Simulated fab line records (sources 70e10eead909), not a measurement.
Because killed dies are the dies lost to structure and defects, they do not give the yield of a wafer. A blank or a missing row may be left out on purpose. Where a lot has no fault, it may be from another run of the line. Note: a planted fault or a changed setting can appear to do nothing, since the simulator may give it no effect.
fab line records -- flow nandHarc
record: lots: 7, wafers: 21, lastDay: 32
route steps=1302 shown A_STAIRCASE@868 END@1302
lots untouched by any fault: they come from a run of this same line in which no faults occurred
startH: hours from the record's opening day to when the first of the lot's shown wafers began -- waitH: time in hours since the lot's previous step -- " identical to the entry in the row above -- L1.1+2: a single row standing in for several wafers -- - no value, or no start was given -- * or withheld: withheld -- < > ~ a bound
route shown NAME@n: NAME is a module with steps in the file, n the number in the route of the first one -- usual: mean and standard deviation over wafers with no fault -- same: alike in all rows -- chamber/n: place in a boat -- sites: each site's reading -- _std_site: their standard deviation -- _edge_site: outer sites' mean less inner sites' -- radiusMm: how far each site lies from the wafer's centre -- mask NAME#n: copy n -- behind: the tool/chamber that last shaped the wafer -- hold: cause of the lot's hold/its duration in hours/its outcome -- device: transistor that didn't switch, given as n, p or np -- end of line: the same wafers' tests at the end of the route -- where a step has no rows: the recipe by itself -- killed: not the wafer's yield, but the dies lost to structure and defects at the first sort -- map: per-die view of a wafer (x killed, . not killed, _ where there is no die)
set.NAME: the setting as run; set.NAME@STEP: as run at that earlier step -- model.NAME: the simulator's own value behind a step, which no gauge read
lots at selected steps of the route; one table per step, one row per wafer
services: when a tool's chamber went out of use (startH, in hours from the record's first day, below 0 if earlier), for how many hours, and the reason
== steps ==
step: NHARC_A_STAIRCASE_HARDBAKE_442
recipe: tempC: 120, timeS: 140
step: NHARC_A_STAIRCASE_DESCUM_443
recipe: timeS: 3, o2FlowSccm: 200, arFlowSccm: 0, biasPowerW: 0, chemistry: O2
usual: drypumpMotorCurrentA: 5.9/0.49, o2FlowSccm: 200.0/0.62, oesProductAu: 1.000/0.01, rfVppV: 58.0/0.76, showerheadPlenumPTorr: 1.97/0.076, throttleValvePct: 11.310/0.0079
lot.wafer,tool,chamber,startH,waitH,drypumpMotorCurrentA,o2FlowSccm,oesProductAu,rfHoursCounterH,rfVppV,showerheadPlenumPTorr,throttleValvePct
L920.4,rieDiel-04,3,468.55,-,6.1,199.1,0.989,39,57.9,2.02,11.311
L920.2,rieDiel-04,0,468.55,-,5.3,200.2,1.015,34,58.0,1.87,11.316
L920.1,rieDiel-04,1,468.55,-,6.0,200.5,0.991,40,59.5,2.06,11.293
L923.3,rieDiel-02,1,488.74,-,5.1,201.3,0.993,23,57.6,1.91,11.314
L923.1,rieDiel-02,2,488.74,-,5.6,200.6,0.986,24,57.9,1.92,11.302
L923.5,rieDiel-02,1,488.74,-,5.1,200.9,0.991,-,57.8,1.91,11.306
L924.1,rieDiel-12,3,499.95,-,5.9,200.9,0.982,11,58.6,1.99,11.314
L924.2,rieDiel-12,0,499.95,-,5.8,198.9,1.000,12,58.7,2.07,11.321
L924.6,rieDiel-12,0,499.95,-,5.8,199.4,0.996,-,58.8,2.07,11.318
L934.2,rieDiel-04,3,593.87,-,6.1,200.0,0.998,15,57.3,2.01,11.314
L934.3,rieDiel-04,1,593.87,-,6.0,198.8,0.997,14,58.2,2.05,11.297
L934.5,rieDiel-04,3,593.87,-,6.1,199.1,0.996,-,58.3,2.01,11.308
L933.4,rieDiel-02,0,594.03,-,6.7,200.1,1.000,1,57.0,1.96,11.325
L933.1,rieDiel-02,2,594.03,-,5.5,200.3,0.995,1,57.9,1.91,11.305
L933.5,rieDiel-02,3,594.03,-,5.6,199.8,1.010,-,59.2,1.96,11.306
L936.1,rieDiel-04,1,608.99,-,6.0,200.1,0.985,21,59.3,2.05,11.316
L936.6,rieDiel-04,3,608.99,-,6.1,200.3,0.988,-,59.0,2.01,11.310
L936.5,rieDiel-04,0,608.99,-,5.3,200.4,1.014,-,57.0,1.85,11.309
L939.3,rieDiel-04,3,645.09,-,6.1,200.3,0.992,31,57.5,2.00,11.318
L939.2,rieDiel-04,1,645.09,-,6.0,199.9,1.001,33,58.9,2.04,11.309
L939.6,rieDiel-04,3,645.09,-,6.1,200.3,0.994,-,58.2,2.00,11.313
step: NHARC_A_STAIRCASE_ETCH_444
recipe: targetDepthA: 2.04e+05, timeS: 6800, c4f8FlowSccm: 20, o2FlowSccm: 10, arFlowSccm: withheld, rfW: 600, biasW: 1000, chemistry: C4F8/O2
usual: oesProductAu: 0.936/0.018, rfVppV: 810/4.3
lot.wafer,tool,chamber,startH,waitH,oesProductAu,rfHoursCounterH,rfVppV
L920.4,rieDiel-04,0,468.63,0.1,0.937,35,804
L920.2,rieDiel-04,1,468.63,0.1,0.921,41,815
L920.1,rieDiel-04,2,468.63,0.1,0.914,44,816
L923.1,rieDiel-02,2,488.82,0.1,0.923,25,807
L923.3,rieDiel-02,3,488.82,0.1,0.926,26,810
L923.5,rieDiel-02,2,490.72,1.9,0.927,-,806
L924.2,rieDiel-12,3,500.06,0.1,0.932,12,811
L924.1,rieDiel-12,0,500.06,0.1,0.924,13,815
L924.6,rieDiel-12,3,501.92,1.9,0.930,-,811
L934.2,rieDiel-04,1,593.97,0.1,0.911,15,813
L934.3,rieDiel-04,0,595.40,1.5,0.934,16,804
L934.5,rieDiel-04,2,595.40,1.5,0.917,-,815
L933.4,rieDiel-02,0,594.11,0.1,0.935,2,810
L933.1,rieDiel-02,2,594.11,0.1,0.958,2,807
L933.5,rieDiel-02,0,594.11,0.1,0.933,-,808
L936.1,rieDiel-04,0,610.48,1.5,0.963,22,803
L936.5,rieDiel-04,1,610.48,1.5,0.971,-,816
L936.6,rieDiel-04,2,610.48,1.5,0.964,-,813
L939.3,rieDiel-04,3,646.10,1.0,0.920,32,812
L939.2,rieDiel-04,0,646.10,1.0,0.931,32,804
L939.6,rieDiel-04,2,646.10,1.0,0.911,-,814
step: NHARC_A_STAIRCASE_STRIP_446
recipe: powerW: 1500, tempC: 250, chemistry: O2
usual: drypumpMotorCurrentA: 5.9/0.43, heaterPowerW: 310/17, rfReflPowerW: 32/16
lot.wafer,tool,chamber,startH,waitH,drypumpMotorCurrentA,heaterPowerW,rfHoursCounterH,rfReflPowerW
L920.1,plasmaAsher-02,0,473.09,0.1,6.0,297,9,52
L920.2,plasmaAsher-02,1,473.09,0.1,6.5,327,9,25
L920.4,plasmaAsher-02,1,473.09,0.1,6.5,329,-,25
L923.1,plasmaAsher-01,0,493.26,0.1,5.4,319,29,37
L923.3,plasmaAsher-01,1,493.26,0.1,5.5,294,-,9
L923.5,plasmaAsher-01,0,493.26,0.1,5.4,318,-,36
L924.2,plasmaAsher-02,0,505.33,0.0,6.0,298,16,52
L924.1,plasmaAsher-02,1,505.33,0.0,6.5,323,16,25
L924.6,plasmaAsher-02,1,505.33,0.0,6.5,321,-,25
L934.2,plasmaAsher-02,1,598.41,0.1,6.6,327,34,25
L934.3,plasmaAsher-02,1,598.41,0.1,6.5,335,-,25
L934.5,plasmaAsher-02,1,598.41,0.1,6.5,329,-,24
L933.1,plasmaAsher-01,1,598.54,0.1,5.5,291,15,8
L933.4,plasmaAsher-01,1,598.54,0.1,5.5,297,-,8
L933.5,plasmaAsher-01,1,598.54,0.1,5.5,299,-,9
L936.1,plasmaAsher-01,1,613.45,0.0,5.5,295,18,8
L936.5,plasmaAsher-01,1,613.45,0.0,5.5,303,-,9
L936.6,plasmaAsher-01,0,613.45,0.0,5.4,321,-,36
L939.2,plasmaAsher-01,0,649.55,0.1,5.4,334,26,36
L939.3,plasmaAsher-01,0,649.55,0.1,5.4,323,-,36
L939.6,plasmaAsher-01,0,649.55,0.1,5.4,322,-,36
step: NHARC_A_STAIRCASE_STRIP_447
recipe: timeS: 900, tempC: 130, chemistry: SPM
step: NHARC_A_STAIRCASE_PRECLEAN_448
recipe: timeS: *, tempC: 50, bathAgeMin: 0, chemistry: SC1
step: NHARC_A_STAIRCASE_SRD_449
step: NHARC_A_STAIRCASE_CMP_450
recipe: targetThkNm: 200, material: SiO2
step: NHARC_A_STAIRCASE_CMP_152
usual: motorCurrentA: 11.8/1.1
lot.wafer,tool,chamber,startH,waitH,motorCurrentA
L920.1,cmp-03,1,473.96,0.1,11.1
L920.2,cmp-03,3,473.96,0.1,12.4
L920.4,cmp-03,0,473.96,0.1,10.5
L923.3,cmp-01,1,494.09,0.1,14.4
L923.1,cmp-01,2,494.09,0.1,10.9
L923.5,cmp-01,1,494.09,0.1,14.2
L924.2,cmp-01,0,506.31,0.1,11.7
L924.1,cmp-01,1,506.31,0.1,14.4
L924.6,cmp-01,2,506.31,0.1,11.1
L934.3,cmp-03,3,599.25,0.1,12.7
L934.2,cmp-03,1,599.25,0.1,12.4
L934.5,cmp-03,2,599.25,0.1,13.0
L933.4,cmp-01,1,599.39,0.1,14.2
L933.1,cmp-01,2,599.39,0.1,10.7
L933.5,cmp-01,3,599.39,0.1,11.7
L936.1,cmp-04,2,614.32,0.1,12.9
L936.5,cmp-04,2,614.32,0.1,12.1
L936.6,cmp-04,3,614.32,0.1,11.9
L939.2,cmp-03,1,650.39,0.1,11.9
L939.3,cmp-03,2,650.39,0.1,12.1
L939.6,cmp-03,0,650.39,0.1,10.5
step: NHARC_A_STAIRCASE_SRD_154
step: NHARC_A_STAIRCASE_ETCH_403
recipe: targetDepthA: 1082, chemistry: dHF, material: SiO2
lot.wafer,tool,chamber,startH,waitH
L920.1+2+4,wetBench-09,"7,0,2",474.28,0.0
L923.5+3+1,wetBench-09,"2,3,5",494.40,0.0
L924.2+1+6,wetBench-05,"7,2,3",506.62,0.0
L934.2+5+3,wetBench-05,"7,1,2",599.56,0.0
L933.5+1+4,wetBench-05,"3,5,7",599.68,0.0
L936.6+5+1,wetBench-07,"5,0,1",614.64,0.0
L939.3+2+6,wetBench-07,"2,3,4",650.69,0.0
step: NHARC_A_STAIRCASE_ETCHBACK_422
recipe: targetDepthA: 400, overEtchFrac: 0.3, timeS: 74.286, ionEnergyEv: 120, ch3fFlowSccm: 50, o2FlowSccm: 30, arFlowSccm: 200, rfW: 500, biasW: 100, chemistry: CH3F/O2
usual: drypumpMotorCurrentA: 5.9/0.46, o2FlowSccm: 30.01/0.087, oesProductAu: 0.96/0.039, rfVppV: 245.3/1.5, showerheadPlenumPTorr: 2.53/0.1, throttleValvePct: 20.663/0.0092
lot.wafer,tool,chamber,startH,waitH,drypumpMotorCurrentA,o2FlowSccm,oesProductAu,rfHoursCounterH,rfVppV,showerheadPlenumPTorr,throttleValvePct
L920.1,rieDiel-12,1,474.42,0.1,6.7,30.04,1.01,7,243.6,2.53,20.656
L920.4,rieDiel-12,2,474.42,0.1,5.3,30.24,1.01,5,242.8,2.34,20.669
L920.2,rieDiel-12,0,474.42,0.1,5.8,29.79,1.01,6,244.8,2.66,20.660
L923.1,rieDiel-02,3,494.56,0.1,5.6,30.00,1.00,29,245.3,2.52,20.662
L923.3,rieDiel-02,1,494.56,0.1,5.1,29.98,1.00,26,244.0,2.45,20.663
L923.5,rieDiel-02,3,494.56,0.1,5.6,29.94,1.01,-,245.3,2.53,20.661
L924.1,rieDiel-02,2,506.81,0.2,5.5,30.10,0.93,31,244.9,2.46,20.665
L924.2,rieDiel-02,3,506.81,0.2,5.5,29.95,0.93,32,245.4,2.52,20.679
L924.6,rieDiel-02,1,506.81,0.2,5.1,30.12,0.93,-,244.7,2.45,20.657
L934.3,rieDiel-04,0,599.71,0.1,5.3,29.80,0.94,18,243.6,2.39,20.663
L934.2,rieDiel-04,2,599.71,0.1,6.3,30.12,0.92,19,246.9,2.63,20.669
L934.5,rieDiel-04,3,599.71,0.1,6.1,30.01,0.92,-,244.8,2.58,20.649
L933.1,rieDiel-02,0,599.84,0.1,6.7,30.12,0.98,5,245.2,2.51,20.678
L933.4,rieDiel-02,2,599.84,0.1,5.5,29.95,1.00,3,244.8,2.45,20.653
L933.5,rieDiel-02,3,599.84,0.1,5.6,29.96,1.00,-,245.6,2.51,20.677
L936.1,rieDiel-04,0,614.82,0.2,5.3,30.14,0.99,23,244.2,2.38,20.664
L936.5,rieDiel-04,2,614.82,0.2,6.3,29.93,0.97,-,246.8,2.62,20.666
L936.6,rieDiel-04,3,614.82,0.2,6.1,30.04,0.98,-,246.0,2.58,20.667
L939.3,rieDiel-02,0,650.84,0.1,6.7,30.25,0.92,24,246.4,2.50,20.667
L939.2,rieDiel-02,3,650.84,0.1,5.5,29.91,0.93,23,243.8,2.50,20.654
L939.6,rieDiel-02,0,650.84,0.1,6.7,30.19,0.91,-,245.3,2.50,20.669
step: NHARC_A_STAIRCASE_ETCH_423
recipe: targetDepthA: 300, chemistry: dHF, material: SiO2
step: NHARC_A_STAIRCASE_ETCHBACK_157
recipe: targetDepthA: 900, overEtchFrac: 0.3, timeS: 167.14, ionEnergyEv: 120, ch3fFlowSccm: 50, o2FlowSccm: 30, arFlowSccm: 200, rfW: 500, biasW: 100, chemistry: CH3F/O2
step: NHARC_A_STAIRCASE_STRIP_475
recipe: timeS: 20, o2FlowSccm: 500, arFlowSccm: 0, biasW: 0, chemistry: O2
step: NHARC_A_STAIRCASE_DEP_471
recipe: targetThkA: 1000, tempC: 400, pressureTorr: 6.5, rfW: 900, teosFlowSccm: 161.4, flowSccm: 2650, targetThkNm: 100, gas: O2, material: SiO2
step: NHARC_A_STAIRCASE_CMP_472
recipe: material: SiO2
step: NHARC_A_STAIRCASE_SRD_474
step: NHARC_A_STAIRCASE_INSPECT_155
usual: rawDefectCount: 417/130
lot.wafer,tool,chamber,startH,waitH,rawDefectCount
L920.1,defectInspect-01,-,475.69,0.1,337
L920.2,defectInspect-01,-,475.69,0.1,205
L920.4,defectInspect-01,-,475.69,0.1,227
L923.1,defectInspect-01,-,495.88,0.1,585
L923.3,defectInspect-01,-,495.88,0.1,333
L923.5,defectInspect-01,-,495.88,0.1,416
L924.1,defectInspect-01,-,508.14,0.1,642
L924.2,defectInspect-01,-,508.14,0.1,432
L924.6,defectInspect-01,-,508.14,0.1,340
L934.2,defectInspect-01,-,601.38,0.1,531
L934.3,defectInspect-01,-,601.38,0.1,599
L934.5,defectInspect-01,-,601.38,0.1,624
L933.1,defectInspect-02,-,601.56,0.1,299
L933.4,defectInspect-02,-,601.56,0.1,261
L933.5,defectInspect-02,-,601.56,0.1,546
L936.1,defectInspect-02,-,616.41,0.1,327
L936.5,defectInspect-02,-,616.41,0.1,316
L936.6,defectInspect-02,-,616.41,0.1,344
L939.2,defectInspect-02,-,652.10,0.1,324
L939.3,defectInspect-02,-,652.10,0.1,329
L939.6,defectInspect-02,-,652.10,0.1,392
step: NHARC_END_SORT_01
recipe: tempC: 25
usual: killedAtArray: 56/19, killedAtOther: 1.0/1.3, killedAtPeriphery: 3.8/2.2, killedDies: 61/19, killedOpen: 3.1/1.9, killedShort: 2.3/1.5
same: grossDies: 677
lot.wafer,tool,chamber,startH,waitH,killedAtArray,killedAtOther,killedAtPeriphery,killedDies,killedOpen,killedShort
L920.1,prober-02,0,601.12,2.5,669,0,8,677,8,2
L920.2,prober-02,0,601.91,2.8,672,0,5,677,1,4
L920.4,prober-02,0,603.50,3.4,672,0,5,677,0,6
L923.1,prober-01,0,623.39,2.5,671,1,5,677,3,3
L923.3,prober-01,0,625.00,3.1,676,1,0,677,2,3
L923.5,prober-01,0,626.62,3.7,674,0,3,677,5,1
L924.1,prober-02,0,632.81,2.6,673,0,4,677,4,1
L924.2,prober-02,0,633.61,2.8,675,1,1,677,2,0
L924.6,prober-02,0,636.81,4.0,673,0,4,677,4,3
L933.1,prober-02,0,735.01,2.5,87,2,6,95,3,3
L933.4,prober-02,0,737.42,3.4,79,0,5,84,4,4
L933.5,prober-02,0,738.22,3.7,69,0,4,73,0,3
L934.2,prober-01,0,741.20,2.8,50,0,2,52,0,3
L934.3,prober-01,0,742.00,3.1,67,0,4,71,1,3
L934.5,prober-01,0,743.61,3.7,49,0,3,52,2,1
killed by level:class
L920.1 A_STAIRCASE:areaEtch=620 A_SLIT:chamberFilmFlake=27 A_CHANNEL_HOLE_D2:chamberFilmFlake=5 P_ZERO_WELL:chamberFilmFlake=3 A_CHANNEL_HOLE_D1:chamberFilmFlake=3 A_M1:chamberFilmFlake=3 A_ONON_D2:geometricParticle:open=2 A_M0:geometricParticle:open=2
L920.2 A_STAIRCASE:areaEtch=629 A_SLIT:chamberFilmFlake=25 A_CONTACT:chamberFilmFlake=6 P_GATE:chamberFilmFlake=3 A_CHANNEL_HOLE_D2:chamberFilmFlake=3 P_M2:geometricParticle:open=1 A_CHANNEL_FILL_D1:geometricParticle:short=1 A_DECK1_JOINT:geometricParticle:short=1
L920.4 A_STAIRCASE:areaEtch=624 A_SLIT:chamberFilmFlake=21 A_CHANNEL_HOLE_D2:chamberFilmFlake=12 A_CONTACT:chamberFilmFlake=4 A_CHANNEL_HOLE_D1:chamberFilmFlake=3 A_CHANNEL_FILL_D2:geometricParticle:short=2 A_M1:chamberFilmFlake=2 P_M1:geometricParticle:short=1
L923.1 A_STAIRCASE:areaEtch=601 A_CHANNEL_HOLE_D1:chamberFilmFlake=27 A_CHANNEL_HOLE_D2:chamberFilmFlake=21 A_CONTACT:chamberFilmFlake=11 P_ZERO_WELL:chamberFilmFlake=2 P_STI:chamberFilmFlake=2 A_CHANNEL_FILL_D1:chamberFilmFlake=2 P_M1:geometricParticle:open=1
L923.3 A_STAIRCASE:areaEtch=600 A_CHANNEL_HOLE_D1:chamberFilmFlake=31 A_CHANNEL_HOLE_D2:chamberFilmFlake=28 A_CONTACT:chamberFilmFlake=6 A_WL_FILL:geometricParticle:short=2 A_STAIRCASE:chamberFilmFlake=2 A_CHANNEL_FILL_D1:geometricParticle:open=1 A_DECK1_JOINT:geometricParticle:open=1
L923.5 A_STAIRCASE:areaEtch=610 A_CHANNEL_HOLE_D2:chamberFilmFlake=25 A_CHANNEL_HOLE_D1:chamberFilmFlake=16 A_CONTACT:chamberFilmFlake=9 A_WL_FILL:chamberFilmFlake=3 P_CONTACT:geometricParticle:open=1 A_ONON_D1:geometricParticle:open=1 A_CHANNEL_FILL_D2:geometricParticle:open=1
L924.1 A_STAIRCASE:areaEtch=603 A_CHANNEL_HOLE_D2:chamberFilmFlake=28 A_SLIT:chamberFilmFlake=18 A_CHANNEL_HOLE_D1:chamberFilmFlake=12 A_CONTACT:chamberFilmFlake=5 P_STI:chamberFilmFlake=2 P_M0:chamberFilmFlake=2 A_CHANNEL_FILL_D1:geometricParticle:open=1
L924.2 A_STAIRCASE:areaEtch=598 A_SLIT:chamberFilmFlake=32 A_CHANNEL_HOLE_D2:chamberFilmFlake=27 A_CHANNEL_HOLE_D1:chamberFilmFlake=4 A_STAIRCASE:chamberFilmFlake=3 A_WL_FILL:chamberFilmFlake=3 A_CONTACT:chamberFilmFlake=3 A_CHANNEL_FILL_D2:chamberFilmFlake=2
L924.6 A_STAIRCASE:areaEtch=591 A_CHANNEL_HOLE_D2:chamberFilmFlake=35 A_SLIT:chamberFilmFlake=29 P_M0:chamberFilmFlake=3 A_CHANNEL_HOLE_D1:chamberFilmFlake=3 A_ONON_D1:geometricParticle:short=2 A_CHANNEL_FILL_D1:chamberFilmFlake=2 A_WL_FILL:chamberFilmFlake=2
L933.1 A_SLIT:chamberFilmFlake=34 A_CHANNEL_HOLE_D1:chamberFilmFlake=32 A_CONTACT:chamberFilmFlake=7 P_BONDPAD:chamberFilmFlake=4 A_STAIRCASE:chamberFilmFlake=4 A_CHANNEL_FILL_D2:chamberFilmFlake=3 A_ONON_D2:geometricParticle:open=2 P_M2:geometricParticle:short=1
L933.4 A_CHANNEL_HOLE_D1:chamberFilmFlake=33 A_SLIT:chamberFilmFlake=30 A_STAIRCASE:chamberFilmFlake=4 P_BONDPAD:chamberFilmFlake=3 A_CONTACT:chamberFilmFlake=3 A_CHANNEL_FILL_D2:geometricParticle:short=2 A_WL_FILL:geometricParticle:short=2 P_M2:geometricParticle:open=1
L933.5 A_SLIT:chamberFilmFlake=27 A_CHANNEL_HOLE_D1:chamberFilmFlake=26 A_STAIRCASE:chamberFilmFlake=8 A_CONTACT:chamberFilmFlake=4 P_GATE:chamberFilmFlake=2 P_CONTACT:geometricParticle:short=1 A_ONON_D2:geometricParticle:short=1 A_CHANNEL_FILL_D2:geometricParticle:short=1
L934.2 A_CHANNEL_HOLE_D2:chamberFilmFlake=24 A_CHANNEL_HOLE_D1:chamberFilmFlake=7 A_STAIRCASE:chamberFilmFlake=7 A_CONTACT:chamberFilmFlake=4 P_ZERO_WELL:chamberFilmFlake=2 A_SLIT:chamberFilmFlake=2 A_CHANNEL_FILL_D1:geometricParticle:short=1 A_WL_FILL:geometricParticle:short=1
L934.3 A_CHANNEL_HOLE_D2:chamberFilmFlake=26 A_STAIRCASE:chamberFilmFlake=12 A_CONTACT:chamberFilmFlake=8 A_CHANNEL_HOLE_D1:chamberFilmFlake=7 A_SLIT:chamberFilmFlake=7 P_ZERO_WELL:chamberFilmFlake=4 A_DECK1_JOINT:chamberFilmFlake=2 A_CHANNEL_HOLE_D1:geometricParticle:short=1
L934.5 A_CHANNEL_HOLE_D2:chamberFilmFlake=21 A_SLIT:chamberFilmFlake=8 A_STAIRCASE:chamberFilmFlake=7 P_ZERO_WELL:chamberFilmFlake=3 A_CHANNEL_HOLE_D1:chamberFilmFlake=3 A_SGD_CUT:chamberFilmFlake=2 A_CONTACT:chamberFilmFlake=2 A_DECK1_JOINT:geometricParticle:open=1
map L920.1 (x killed, . not)
____________x____________
_________xxxxxxx_________
_______xxxxxxxxxxx_______
______xxxxxxxxxxxxx______
_____xxxxxxxxxxxxxxx_____
____xxxxxxxxxxxxxxxxx____
____xxxxxxxxxxxxxxxxx____
___xxxxxxxxxxxxxxxxxxx___
___xxxxxxxxxxxxxxxxxxx___
__xxxxxxxxxxxxxxxxxxxxx__
__xxxxxxxxxxxxxxxxxxxxx__
_xxxxxxxxxxxxxxxxxxxxxxx_
_xxxxxxxxxxxxxxxxxxxxxxx_
_xxxxxxxxxxxxxxxxxxxxxxx_
_xxxxxxxxxxxxxxxxxxxxxxx_
_xxxxxxxxxxxxxxxxxxxxxxx_
xxxxxxxxxxxxxxxxxxxxxxxxx
xxxxxxxxxxxxxxxxxxxxxxxxx
xxxxxxxxxxxxxxxxxxxxxxxxx
xxxxxxxxxxxxxxxxxxxxxxxxx
xxxxxxxxxxxxxxxxxxxxxxxxx
_xxxxxxxxxxxxxxxxxxxxxxx_
_xxxxxxxxxxxxxxxxxxxxxxx_
_xxxxxxxxxxxxxxxxxxxxxxx_
_xxxxxxxxxxxxxxxxxxxxxxx_
_xxxxxxxxxxxxxxxxxxxxxxx_
__xxxxxxxxxxxxxxxxxxxxx__
__xxxxxxxxxxxxxxxxxxxxx__
___xxxxxxxxxxxxxxxxxxx___
___xxxxxxxxxxxxxxxxxxx___
____xxxxxxxxxxxxxxxxx____
____xxxxxxxxxxxxxxxxx____
_____xxxxxxxxxxxxxxx_____
______xxxxxxxxxxxxx______
_______xxxxxxxxxxx_______
_________xxxxxxx_________
____________x____________
map L923.1 (x killed, . not)
____________x____________
_________xxxxxxx_________
_______xxxxxxxxxxx_______
______xxxxxxxxxxxxx______
_____xxxxxxxxxxxxxxx_____
____xxxxxxxxxxxxxxxxx____
____xxxxxxxxxxxxxxxxx____
___xxxxxxxxxxxxxxxxxxx___
___xxxxxxxxxxxxxxxxxxx___
__xxxxxxxxxxxxxxxxxxxxx__
__xxxxxxxxxxxxxxxxxxxxx__
_xxxxxxxxxxxxxxxxxxxxxxx_
_xxxxxxxxxxxxxxxxxxxxxxx_
_xxxxxxxxxxxxxxxxxxxxxxx_
_xxxxxxxxxxxxxxxxxxxxxxx_
_xxxxxxxxxxxxxxxxxxxxxxx_
xxxxxxxxxxxxxxxxxxxxxxxxx
xxxxxxxxxxxxxxxxxxxxxxxxx
xxxxxxxxxxxxxxxxxxxxxxxxx
xxxxxxxxxxxxxxxxxxxxxxxxx
xxxxxxxxxxxxxxxxxxxxxxxxx
_xxxxxxxxxxxxxxxxxxxxxxx_
_xxxxxxxxxxxxxxxxxxxxxxx_
_xxxxxxxxxxxxxxxxxxxxxxx_
_xxxxxxxxxxxxxxxxxxxxxxx_
_xxxxxxxxxxxxxxxxxxxxxxx_
__xxxxxxxxxxxxxxxxxxxxx__
__xxxxxxxxxxxxxxxxxxxxx__
___xxxxxxxxxxxxxxxxxxx___
___xxxxxxxxxxxxxxxxxxx___
____xxxxxxxxxxxxxxxxx____
____xxxxxxxxxxxxxxxxx____
_____xxxxxxxxxxxxxxx_____
______xxxxxxxxxxxxx______
_______xxxxxxxxxxx_______
_________xxxxxxx_________
____________x____________
== services ==
tool,chamber,startH,hours,kind
rieDiel-12,-,447.28,9.0,pm
plasmaAsher-01,-,450.46,6.5,repair
rieDiel-02,3,455.29,2.5,repair
cmp-01,-,457.19,2.1,repair
rieDiel-02,1,464.31,4.4,repair
cmp-01,-,479.56,4.0,pm
cmp-03,-,492.13,4.0,pm
rieDiel-12,2,499.02,10.7,repair
cmp-03,-,508.54,12.7,repair
plasmaAsher-01,-,519.00,9.0,pm
rieDiel-12,2,519.50,1.4,repair
cmp-01,-,524.49,0.8,repair
rieDiel-04,-,536.33,9.0,pm
rieDiel-02,-,574.52,9.0,pm
cmp-01,-,577.56,4.0,pm
cmp-03,-,590.13,4.0,pm
rieDiel-12,3,596.29,4.9,repair
cmp-03,-,601.53,1.5,repair
plasmaAsher-02,-,603.24,9.0,pm
wetBench-05,-,612.80,8.0,pm
cmp-03,-,621.92,1.1,repair
rieDiel-12,-,624.32,9.0,pm
cmp-03,-,628.73,0.5,repair
cmp-03,-,635.24,3.2,repair
== key ==
firstSign: step: NHARC_END_SORT_01, reading: killedAtArray, direction: up, sigmas: 33, usual: 56, struck: 673
effect: step: NHARC_END_SORT_01, reading: killedDies, direction: up, sigmas: 33, usual: 61, struck: 677
moreKillsBornAt: NHARC_A_STAIRCASE_ETCH_403@wetBench-09: 3684, NHARC_A_STAIRCASE_ETCH_403@wetBench-05: 1792
metAt NHARC_A_STAIRCASE_ETCH_403
struckWafers L920.1,L920.2,L920.4,L923.1,L923.3,L923.5,L924.1,L924.2,L924.6
laterRowsLeftOut L920.1,L920.2,L920.4,L923.1,L923.3,L923.5,L924.1,L924.2,L924.6
testerLeftOut L920,L923,L924
fault: kind: skippedStepWhole, tool: wetBench-05,wetBench-09, chamber: -, onsetH: 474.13, steps: NHARC_A_STAIRCASE_ETCH_403, scope: struckLotsOnly
testerLeftOut: of these lots the tester's yield and bins aren't shown, on N5 and GAA mostly nor the transistor test; their killed dies are dies lost to structure and defects alone, not to doping, threshold or leakage, so they don't give the yield
laterRowsLeftOut: the simulator's readings of these wafers behind a module that went badly wrong aren't trusted and aren't shown, but for the sort
